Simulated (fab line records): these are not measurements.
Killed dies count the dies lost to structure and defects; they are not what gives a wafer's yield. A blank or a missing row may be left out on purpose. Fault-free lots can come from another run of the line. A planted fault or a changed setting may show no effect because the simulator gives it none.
Which of the tools did it? :: flow n5_finfet :: Sampling: 6 lots, 17 wafers, 3 of 1938 route steps

== WHAT THE GAUGES READ, wafer by wafer ==
N5_WELL_APT_OVL_MEAS_09.
lot: L542
measured: day 1 20:04
on: overlay-01
NWELL_OVL (nm): 3 -4 6

lot: L547
measured: day 3 01:43
on: overlay-02
NWELL_OVL (nm): -4 -2

lot: L549
measured: day 3 14:10
on: overlay-01
NWELL_OVL (nm): -3 -7 -2

lot: L552
measured: day 4 07:55
on: overlay-02
NWELL_OVL (nm): 4 -2 0

lot: L561
measured: day 6 13:37
on: overlay-01
NWELL_OVL (nm): -10 -3 -5

lot: L564
measured: day 7 07:56
on: overlay-02
NWELL_OVL (nm): 0 4 5

== WHAT TOOL EACH LOT RAN ON (gives the tool, then ch and the chambers of the sampled wafers, and finally the start) ==
lot: L542
N5_ZERO_LAYER_DESCUM_16: rie_diel-03 ch 0,2, day 1 19:02
N5_ZERO_LAYER_ETCH_17: rie_diel-03 ch 0,2, day 1 19:04

lot: L547
N5_ZERO_LAYER_DESCUM_16: rie_diel-05 ch 1, day 3 00:48
N5_ZERO_LAYER_ETCH_17: rie_diel-05 ch 1, day 3 00:50

lot: L549
N5_ZERO_LAYER_DESCUM_16: rie_diel-03 ch 0,3, day 3 13:08
N5_ZERO_LAYER_ETCH_17: rie_diel-03 ch 0,3, day 3 13:10

lot: L552
N5_ZERO_LAYER_DESCUM_16: rie_diel-05 ch 1,3, day 4 06:52
N5_ZERO_LAYER_ETCH_17: rie_diel-05 ch 1,3, day 4 06:53

lot: L561
N5_ZERO_LAYER_DESCUM_16: rie_diel-03 ch 1,3, day 6 12:41
N5_ZERO_LAYER_ETCH_17: rie_diel-03 ch 1,3, day 6 12:43

lot: L564
N5_ZERO_LAYER_DESCUM_16: rie_diel-06 ch 0,1,3, day 7 06:48
N5_ZERO_LAYER_ETCH_17: rie_diel-06 ch 0,1,3, day 7 06:50
- N5_ZERO_LAYER_DESCUM_16: chemistry O2, time 7.9 s.
- N5_ZERO_LAYER_ETCH_17: etches SiO2 in CF4, target depth 12 nm, time 13.3 s.

== THE ANSWER, worked out from the rows above alone ==
Rule: usual is defined by the lots themselves. Put in order of their means at a reading, lots are off if they are a third of the lots or fewer, leave a main group of 4 or more, and stand apart from it by a gap of 3 or more times the standard deviation of the main group's means; of several such gaps the widest counts. Not used: any main group whose means are identical at the precision the tables above print for the reading. A lot without any number at a reading at which 4 lots or more have one is off too. All remaining lots with rows at the step are treated as sound.
No lot is off on any of the readings shown, so nothing can be concluded from this.

== WHAT WAS PUT IN BY THE SIMULATOR ==
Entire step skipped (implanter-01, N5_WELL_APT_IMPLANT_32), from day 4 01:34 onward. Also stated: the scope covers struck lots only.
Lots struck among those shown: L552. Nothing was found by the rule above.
